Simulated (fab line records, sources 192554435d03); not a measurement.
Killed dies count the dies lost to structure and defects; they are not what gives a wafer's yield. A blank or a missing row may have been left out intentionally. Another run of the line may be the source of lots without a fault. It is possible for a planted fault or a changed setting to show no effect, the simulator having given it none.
Matching of chambers :: flow n5Finfet :: rieDiel-02 running N5_HKMG_FIN_ETCH_32: 4 sister chambers
The step etches SOC in N2/H2, target depth 240 nm, time 300 s. 14 wafers are shown with their chamber, then 7 later ones without.

WAFERS, EACH WITH ITS CHAMBER
wafer: L079.1
chamber: 3
drypumpMotorCurrentA (A): 5.2
showerheadPlenumPTorr (Torr): 2.58
throttleValvePct (%): 17.9

wafer: L079.2
chamber: 2
drypumpMotorCurrentA (A): 6.4
showerheadPlenumPTorr (Torr): 2.67
throttleValvePct (%): 17.5

wafer: L079.3
chamber: 1
drypumpMotorCurrentA (A): 5.0
showerheadPlenumPTorr (Torr): 2.70
throttleValvePct (%): 17.9

wafer: L080.2
chamber: 2
drypumpMotorCurrentA (A): 6.4
showerheadPlenumPTorr (Torr): 2.67
throttleValvePct (%): 17.5

wafer: L080.4
chamber: 1
drypumpMotorCurrentA (A): 5.0
showerheadPlenumPTorr (Torr): 2.70
throttleValvePct (%): 17.9

wafer: L080.5
chamber: 2
drypumpMotorCurrentA (A): 6.3
showerheadPlenumPTorr (Torr): 2.67
throttleValvePct (%): 17.5

wafer: L082.1
chamber: 0
drypumpMotorCurrentA (A): 4.9
showerheadPlenumPTorr (Torr): 2.56
throttleValvePct (%): 17.9

wafer: L082.4
chamber: 3
drypumpMotorCurrentA (A): 5.2
showerheadPlenumPTorr (Torr): 2.57
throttleValvePct (%): 18.0

wafer: L082.6
chamber: 1
drypumpMotorCurrentA (A): 5.0
showerheadPlenumPTorr (Torr): 2.70
throttleValvePct (%): 17.9

wafer: L085.1
chamber: 3
drypumpMotorCurrentA (A): 5.2
showerheadPlenumPTorr (Torr): 2.57
throttleValvePct (%): 18.0

wafer: L085.2
chamber: 0
drypumpMotorCurrentA (A): 4.9
showerheadPlenumPTorr (Torr): 2.56
throttleValvePct (%): 17.9

wafer: L085.3
chamber: 1
drypumpMotorCurrentA (A): 5.0
showerheadPlenumPTorr (Torr): 2.70
throttleValvePct (%): 17.9

wafer: L090.1
chamber: 3
drypumpMotorCurrentA (A): 5.2
showerheadPlenumPTorr (Torr): 2.57
throttleValvePct (%): 18.0

wafer: L090.2
chamber: 2
drypumpMotorCurrentA (A): 6.4
showerheadPlenumPTorr (Torr): 2.66
throttleValvePct (%): 17.5

SIGNATURES (averages over the wafers above)
reading: drypumpMotorCurrentA
chamber 0: 4.900
chamber 1: 5.000
chamber 2: 6.375
chamber 3: 5.200
scatter within a chamber: 0.0274

reading: showerheadPlenumPTorr
chamber 0: 2.5600
chamber 1: 2.7000
chamber 2: 2.6675
chamber 3: 2.5725
scatter within a chamber: 0.00387

reading: throttleValvePct
chamber 0: 17.900
chamber 1: 17.900
chamber 2: 17.500
chamber 3: 17.975
scatter within a chamber: 0.0274
Rule: distance of a wafer from a chamber = root of the sum over the readings of ((wafer's reading minus chamber's mean) / reading's scatter) squared. The wafer belongs to the nearest chamber; if the next one is less than 2 further off, it can't be placed. The scatter: the root of (the sum of the squares of (reading less its chamber's mean) over the shown wafers, divided by (wafers less chambers)).

WAFERS WITHOUT THEIR CHAMBER
wafer: L090.3
drypumpMotorCurrentA (A): 5.0
showerheadPlenumPTorr (Torr): 2.69
throttleValvePct (%): 17.9

wafer: L094.2
drypumpMotorCurrentA (A): 4.9
showerheadPlenumPTorr (Torr): 2.56
throttleValvePct (%): 17.9

wafer: L094.3
drypumpMotorCurrentA (A): 6.4
showerheadPlenumPTorr (Torr): 2.66
throttleValvePct (%): 17.5

wafer: L094.5
drypumpMotorCurrentA (A): 4.9
showerheadPlenumPTorr (Torr): 2.69
throttleValvePct (%): 17.9

wafer: L096.1
drypumpMotorCurrentA (A): 4.9
showerheadPlenumPTorr (Torr): 2.55
throttleValvePct (%): 18.0

wafer: L096.4
drypumpMotorCurrentA (A): 6.4
showerheadPlenumPTorr (Torr): 2.65
throttleValvePct (%): 17.5

wafer: L096.6
drypumpMotorCurrentA (A): 4.9
showerheadPlenumPTorr (Torr): 2.55
throttleValvePct (%): 17.9

WHICH CHAMBER EACH ONE RAN IN
wafer: L090.3
from the rows above: 1
in truth: 1

wafer: L094.2
from the rows above: 0
in truth: 0

wafer: L094.3
from the rows above: 2
in truth: 2

wafer: L094.5
from the rows above: 1
in truth: 1

wafer: L096.1
from the rows above: 0
in truth: 0

wafer: L096.4
from the rows above: 2
in truth: 2

wafer: L096.6
from the rows above: 0
in truth: 0
Placed correctly: 7 of 7. Left unplaced by these rows: 0. 0 placed wrongly.
